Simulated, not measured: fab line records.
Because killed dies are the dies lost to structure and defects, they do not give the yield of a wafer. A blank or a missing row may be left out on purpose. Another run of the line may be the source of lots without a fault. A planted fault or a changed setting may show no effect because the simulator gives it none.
The tool behind it: which one? || flow nandHarc || 15 lots, 45 wafers sampled, at 4 steps of a route of 1302

== WHAT THE GAUGES READ, wafer by wafer ==
NHARC_A_CONTACT_CD_MEAS_15. Usual: cdNm 189.8 nm, standard deviation 0.55.
{"lot": "L570", "measured": "day 22 13:46", "on": "cdSem-01", "cdNm (nm)": "189.9 189.7 189.9", "flag": ""}
{"lot": "L579", "measured": "day 26 03:01", "on": "cdSem-02", "cdNm (nm)": "190.3 189.6 190.1", "flag": ""}
{"lot": "L578", "measured": "day 26 06:31", "on": "cdSem-01", "cdNm (nm)": "189.9 190.1 190.2", "flag": ""}
{"lot": "L581", "measured": "day 26 08:40", "on": "cdSem-03", "cdNm (nm)": "190.5 189.8 190.3", "flag": ""}
{"lot": "L580", "measured": "day 26 12:32", "on": "cdSem-01", "cdNm (nm)": "189.5 189.8 189.9", "flag": ""}
{"lot": "L582", "measured": "day 27 21:42", "on": "cdSem-02", "cdNm (nm)": "189.7 188.9 189.2", "flag": ""}
{"lot": "L584", "measured": "day 28 12:27", "on": "cdSem-01", "cdNm (nm)": "189.1 189.0 189.1", "flag": ""}
{"lot": "L583", "measured": "day 28 18:37", "on": "cdSem-02", "cdNm (nm)": "189.5 189.5 190.1", "flag": ""}
{"lot": "L586", "measured": "day 28 19:49", "on": "cdSem-01", "cdNm (nm)": "190.6 190.8 190.6", "flag": ""}
{"lot": "L587", "measured": "day 29 15:58", "on": "cdSem-02", "cdNm (nm)": "190.5 190.2 190.1", "flag": ""}
{"lot": "L589", "measured": "day 30 05:44", "on": "cdSem-02", "cdNm (nm)": "189.2 189.4 189.0", "flag": ""}
{"lot": "L590", "measured": "day 30 20:56", "on": "cdSem-03", "cdNm (nm)": "190.2 190.2 190.1", "flag": ""}
{"lot": "L591", "measured": "day 30 22:48", "on": "cdSem-01", "cdNm (nm)": "190.1 190.6 189.9", "flag": ""}
{"lot": "L592", "measured": "day 31 18:53", "on": "cdSem-01", "cdNm (nm)": "190.0 190.4 190.2", "flag": ""}
{"lot": "L593", "measured": "day 32 13:59", "on": "cdSem-02", "cdNm (nm)": "189.6 189.9 190.3", "flag": ""}

NHARC_A_BLC_CD_MEAS_10 targets a cd of 100 nm. Usual: cdNm 100.2 nm, standard deviation 0.52.
{"lot": "L570", "measured": "day 22 16:44", "on": "cdSem-03", "cdNm (nm)": "99.9 100.5 99.4", "flag": ""}
{"lot": "L579", "measured": "day 26 05:57", "on": "cdSem-02", "cdNm (nm)": "- - -", "flag": "OFF"}
{"lot": "L578", "measured": "day 26 09:29", "on": "cdSem-01", "cdNm (nm)": "- - -", "flag": "OFF"}
{"lot": "L581", "measured": "day 26 11:28", "on": "cdSem-03", "cdNm (nm)": "- - -", "flag": "OFF"}
{"lot": "L580", "measured": "day 26 15:21", "on": "cdSem-03", "cdNm (nm)": "100.6 99.7 100.6", "flag": ""}
{"lot": "L582", "measured": "day 28 00:43", "on": "cdSem-02", "cdNm (nm)": "99.6 100.0 99.6", "flag": ""}
{"lot": "L584", "measured": "day 28 15:16", "on": "cdSem-03", "cdNm (nm)": "99.8 100.0 99.9", "flag": ""}
{"lot": "L583", "measured": "day 28 21:27", "on": "cdSem-03", "cdNm (nm)": "100.2 99.9 99.6", "flag": ""}
{"lot": "L586", "measured": "day 28 22:45", "on": "cdSem-01", "cdNm (nm)": "99.7 99.7 99.6", "flag": ""}
{"lot": "L587", "measured": "day 29 18:47", "on": "cdSem-03", "cdNm (nm)": "100.3 99.8 99.7", "flag": ""}
{"lot": "L589", "measured": "day 30 08:59", "on": "cdSem-01", "cdNm (nm)": "100.7 100.3 100.5", "flag": ""}
{"lot": "L590", "measured": "day 31 00:39", "on": "cdSem-02", "cdNm (nm)": "100.5 100.6 100.4", "flag": ""}
{"lot": "L591", "measured": "day 31 01:50", "on": "cdSem-03", "cdNm (nm)": "99.4 99.6 99.9", "flag": ""}
{"lot": "L592", "measured": "day 31 21:49", "on": "cdSem-02", "cdNm (nm)": "100.2 100.0 100.5", "flag": ""}
{"lot": "L593", "measured": "day 32 17:04", "on": "cdSem-02", "cdNm (nm)": "99.9 99.2 100.5", "flag": ""}

== TOOL THAT RAN EACH LOT (tool first, then ch and the chambers of the sampled wafers, then the start) ==
{"lot": "L570", "NHARC_A_CONTACT_CMP_20": "cmp-02 ch 1,3, day 22 15:50", "NHARC_A_BLC_EXPOSE_07": "arfiScanner-01 ch 0, day 22 16:35"}
{"lot": "L579", "NHARC_A_CONTACT_CMP_20": "cmp-03 ch 0,1,2, day 26 05:07", "NHARC_A_BLC_EXPOSE_07": "arfiScanner-03, day 26 05:49"}
{"lot": "L578", "NHARC_A_CONTACT_CMP_20": "cmp-04 ch 0,1,3, day 26 08:33", "NHARC_A_BLC_EXPOSE_07": "arfiScanner-02, day 26 09:21"}
{"lot": "L581", "NHARC_A_CONTACT_CMP_20": "cmp-02 ch 0,1,2, day 26 10:43", "NHARC_A_BLC_EXPOSE_07": "arfiScanner-02, day 26 11:20"}
{"lot": "L580", "NHARC_A_CONTACT_CMP_20": "cmp-02 ch 0,2, day 26 14:32", "NHARC_A_BLC_EXPOSE_07": "arfiScanner-02 ch 0, day 26 15:13"}
{"lot": "L582", "NHARC_A_CONTACT_CMP_20": "cmp-02 ch 0,2,3, day 27 23:48", "NHARC_A_BLC_EXPOSE_07": "arfiScanner-03 ch 0, day 28 00:34"}
{"lot": "L584", "NHARC_A_CONTACT_CMP_20": "cmp-02 ch 1,2,3, day 28 14:34", "NHARC_A_BLC_EXPOSE_07": "arfiScanner-03 ch 0, day 28 15:07"}
{"lot": "L583", "NHARC_A_CONTACT_CMP_20": "cmp-02 ch 0,2,3, day 28 20:43", "NHARC_A_BLC_EXPOSE_07": "arfiScanner-02 ch 0, day 28 21:19"}
{"lot": "L586", "NHARC_A_CONTACT_CMP_20": "cmp-04 ch 1,2,3, day 28 21:50", "NHARC_A_BLC_EXPOSE_07": "arfiScanner-01 ch 0, day 28 22:37"}
{"lot": "L587", "NHARC_A_CONTACT_CMP_20": "cmp-03 ch 0,2,3, day 29 18:00", "NHARC_A_BLC_EXPOSE_07": "arfiScanner-01 ch 0, day 29 18:38"}
{"lot": "L589", "NHARC_A_CONTACT_CMP_20": "cmp-03 ch 0,1,2, day 30 08:06", "NHARC_A_BLC_EXPOSE_07": "arfiScanner-03 ch 0, day 30 08:50"}
{"lot": "L590", "NHARC_A_CONTACT_CMP_20": "cmp-02 ch 0,2,3, day 30 23:43", "NHARC_A_BLC_EXPOSE_07": "arfiScanner-01 ch 0, day 31 00:31"}
{"lot": "L591", "NHARC_A_CONTACT_CMP_20": "cmp-03 ch 0,2,3, day 31 00:55", "NHARC_A_BLC_EXPOSE_07": "arfiScanner-02 ch 0, day 31 01:41"}
{"lot": "L592", "NHARC_A_CONTACT_CMP_20": "cmp-04 ch 0,2,3, day 31 20:55", "NHARC_A_BLC_EXPOSE_07": "arfiScanner-03 ch 0, day 31 21:41"}
{"lot": "L593", "NHARC_A_CONTACT_CMP_20": "cmp-04 ch 0,1, day 32 16:10", "NHARC_A_BLC_EXPOSE_07": "arfiScanner-01 ch 0, day 32 16:55"}
- NHARC_A_CONTACT_CMP_20: polishes, t overpolish 30 s, target thk 300 nm.
- NHARC_A_BLC_EXPOSE_07: exposes mask A BLC, target cd 100 nm.

== AS READ BY THE TOOLS THEMSELVES (means over the sampled wafers that have a number; for cases with no such wafer, the mark the record gives instead) ==
NHARC_A_CONTACT_CMP_20. Usual: motorCurrentA 11.7 A, standard deviation 0.98; overpolishRunS 29.999 s, standard deviation 0.0089; timeToEndpointS 60 s, standard deviation 3.2.
{"lot": "L570", "tool": "cmp-02", "motorCurrentA (A)": 12.7, "overpolishRunS (s)": 29.996, "timeToEndpointS (s)": 59, "flag": ""}
{"lot": "L579", "tool": "cmp-03", "motorCurrentA (A)": 11.6, "overpolishRunS (s)": 30.001, "timeToEndpointS (s)": 60, "flag": ""}
{"lot": "L578", "tool": "cmp-04", "motorCurrentA (A)": 11.9, "overpolishRunS (s)": 29.992, "timeToEndpointS (s)": 63, "flag": ""}
{"lot": "L581", "tool": "cmp-02", "motorCurrentA (A)": 10.8, "overpolishRunS (s)": 30.000, "timeToEndpointS (s)": 60, "flag": ""}
{"lot": "L580", "tool": "cmp-02", "motorCurrentA (A)": 10.8, "overpolishRunS (s)": 29.991, "timeToEndpointS (s)": 62, "flag": ""}
{"lot": "L582", "tool": "cmp-02", "motorCurrentA (A)": 11.9, "overpolishRunS (s)": 30.005, "timeToEndpointS (s)": 60, "flag": ""}
{"lot": "L584", "tool": "cmp-02", "motorCurrentA (A)": 12.2, "overpolishRunS (s)": 30.001, "timeToEndpointS (s)": 58, "flag": ""}
{"lot": "L583", "tool": "cmp-02", "motorCurrentA (A)": 11.9, "overpolishRunS (s)": 30.000, "timeToEndpointS (s)": 56, "flag": ""}
{"lot": "L586", "tool": "cmp-04", "motorCurrentA (A)": 11.7, "overpolishRunS (s)": 30.004, "timeToEndpointS (s)": 60, "flag": ""}
{"lot": "L587", "tool": "cmp-03", "motorCurrentA (A)": 11.3, "overpolishRunS (s)": 29.993, "timeToEndpointS (s)": 62, "flag": ""}
{"lot": "L589", "tool": "cmp-03", "motorCurrentA (A)": 11.2, "overpolishRunS (s)": 29.998, "timeToEndpointS (s)": 63, "flag": ""}
{"lot": "L590", "tool": "cmp-02", "motorCurrentA (A)": 12.0, "overpolishRunS (s)": 30.001, "timeToEndpointS (s)": 59, "flag": ""}
{"lot": "L591", "tool": "cmp-03", "motorCurrentA (A)": 11.2, "overpolishRunS (s)": 29.999, "timeToEndpointS (s)": 67, "flag": ""}
{"lot": "L592", "tool": "cmp-04", "motorCurrentA (A)": 11.7, "overpolishRunS (s)": 30.003, "timeToEndpointS (s)": 58, "flag": ""}
{"lot": "L593", "tool": "cmp-04", "motorCurrentA (A)": 12.0, "overpolishRunS (s)": 29.994, "timeToEndpointS (s)": 62, "flag": ""}

NHARC_A_BLC_EXPOSE_07. Usual: exposureDoseMJCm2 67.88, standard deviation 0.066; focusOffsetNm 0.0 nm, standard deviation 0.48.
{"lot": "L570", "tool": "arfiScanner-01", "exposureDoseMJCm2": 67.85, "focusOffsetNm (nm)": 0.0, "flag": ""}
{"lot": "L579", "tool": "arfiScanner-03", "exposureDoseMJCm2": "-", "focusOffsetNm (nm)": "-", "flag": "OFF"}
{"lot": "L578", "tool": "arfiScanner-02", "exposureDoseMJCm2": "-", "focusOffsetNm (nm)": "-", "flag": "OFF"}
{"lot": "L581", "tool": "arfiScanner-02", "exposureDoseMJCm2": "-", "focusOffsetNm (nm)": "-", "flag": "OFF"}
{"lot": "L580", "tool": "arfiScanner-02", "exposureDoseMJCm2": 67.92, "focusOffsetNm (nm)": -0.2, "flag": ""}
{"lot": "L582", "tool": "arfiScanner-03", "exposureDoseMJCm2": 67.93, "focusOffsetNm (nm)": -0.2, "flag": ""}
{"lot": "L584", "tool": "arfiScanner-03", "exposureDoseMJCm2": 67.86, "focusOffsetNm (nm)": 0.6, "flag": ""}
{"lot": "L583", "tool": "arfiScanner-02", "exposureDoseMJCm2": 67.90, "focusOffsetNm (nm)": -0.1, "flag": ""}
{"lot": "L586", "tool": "arfiScanner-01", "exposureDoseMJCm2": 67.86, "focusOffsetNm (nm)": 0.1, "flag": ""}
{"lot": "L587", "tool": "arfiScanner-01", "exposureDoseMJCm2": 67.94, "focusOffsetNm (nm)": 1.0, "flag": ""}
{"lot": "L589", "tool": "arfiScanner-03", "exposureDoseMJCm2": 67.91, "focusOffsetNm (nm)": 0.1, "flag": ""}
{"lot": "L590", "tool": "arfiScanner-01", "exposureDoseMJCm2": 67.90, "focusOffsetNm (nm)": 0.1, "flag": ""}
{"lot": "L591", "tool": "arfiScanner-02", "exposureDoseMJCm2": 67.80, "focusOffsetNm (nm)": 0.1, "flag": ""}
{"lot": "L592", "tool": "arfiScanner-03", "exposureDoseMJCm2": 67.85, "focusOffsetNm (nm)": -0.2, "flag": ""}
{"lot": "L593", "tool": "arfiScanner-01", "exposureDoseMJCm2": 67.89, "focusOffsetNm (nm)": 0.2, "flag": ""}

== THE ANSWER, worked out from the rows above alone ==
Rule: a lot is off if the mean of its wafers that have a number lies more than 3 standard deviations from the usual mean. A lot without any number at a reading at which 4 lots or more have one is off too. The other lots that the step has rows for count as sound. The gauges are gone through in route order, then the tools' own readings, and for those a lot's mean is taken as printed above. The first step at which some lot is off is used, and at that step the reading that is off furthest; a lot without a number counts as furthest.
Off at NHARC_A_BLC_CD_MEAS_10 (cdNm): L579, L578, L581. Without a number there: L579, L578, L581.
If a tool, at a process step before that reading, ran all the lots that are off and no sound lot after the first of them, it fits. The gauges at NHARC_A_BLC_CD_MEAS_10 aren't tried: what is off there is off at NHARC_A_BLC_EXPOSE_07 too, on other tools, and a gauge's error can't cause that. None of those tried fits.

== WHAT WAS PUT IN BY THE SIMULATOR ==
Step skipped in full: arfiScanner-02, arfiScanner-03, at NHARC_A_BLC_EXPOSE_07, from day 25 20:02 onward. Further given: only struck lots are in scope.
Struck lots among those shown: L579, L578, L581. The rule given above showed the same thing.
